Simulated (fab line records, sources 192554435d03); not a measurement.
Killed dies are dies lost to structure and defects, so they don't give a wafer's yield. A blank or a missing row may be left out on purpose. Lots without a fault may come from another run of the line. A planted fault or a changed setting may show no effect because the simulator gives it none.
Chamber matching | flow n5_finfet | N5_BEOL_M0_SAQP_ETCH_49 on rie_diel-03: 4 sister chambers
The step etches SiO2 in CF4/O2, target depth 37 nm. 4 wafers are shown with their chamber, then 9 later ones without.

WAFERS WITH THEIR CHAMBER
wafer  | chamber | drypump_motor_current_A (A)
L083.4 | 2       | 5.4
L087.1 | 1       | 6.1
L087.2 | 3       | 6.4
L087.6 | 0       | 5.2

WAFERS WITHOUT THEIR CHAMBER
wafer  | drypump_motor_current_A (A)
L088.1 | 6.1
L088.4 | 5.5
L088.6 | 5.4
L089.2 | 6.1
L089.3 | 5.4
L089.5 | 6.4
L097.2 | 5.5
L097.3 | 5.1
L097.4 | 6.4

WHICH CHAMBER EACH WENT THROUGH
wafer  | from the rows above | in truth
L088.1 | 1                   | 1
L088.4 | 2                   | 2
L088.6 | 2                   | 2
L089.2 | 1                   | 1
L089.3 | 2                   | 2
L089.5 | 3                   | 3
L097.2 | 2                   | 2
L097.3 | 0                   | 0
L097.4 | 3                   | 3
Placed correctly: 9 of 9. Can't be placed from these rows: 0. Placed wrongly: 0.
How it was worked out, from the rows above alone: a wafer's distance from a chamber is the root of the sum, over the readings, of the square of ((its reading less the chamber's mean) divided by the reading's scatter). The wafer belongs to the nearest chamber; if the next one is less than 2 further off, it can't be placed. A chamber's mean is the mean of its shown wafers. The scatter: with one shown wafer a chamber, the root of the mean of the squares of how far each hidden wafer lies from its nearest shown one.
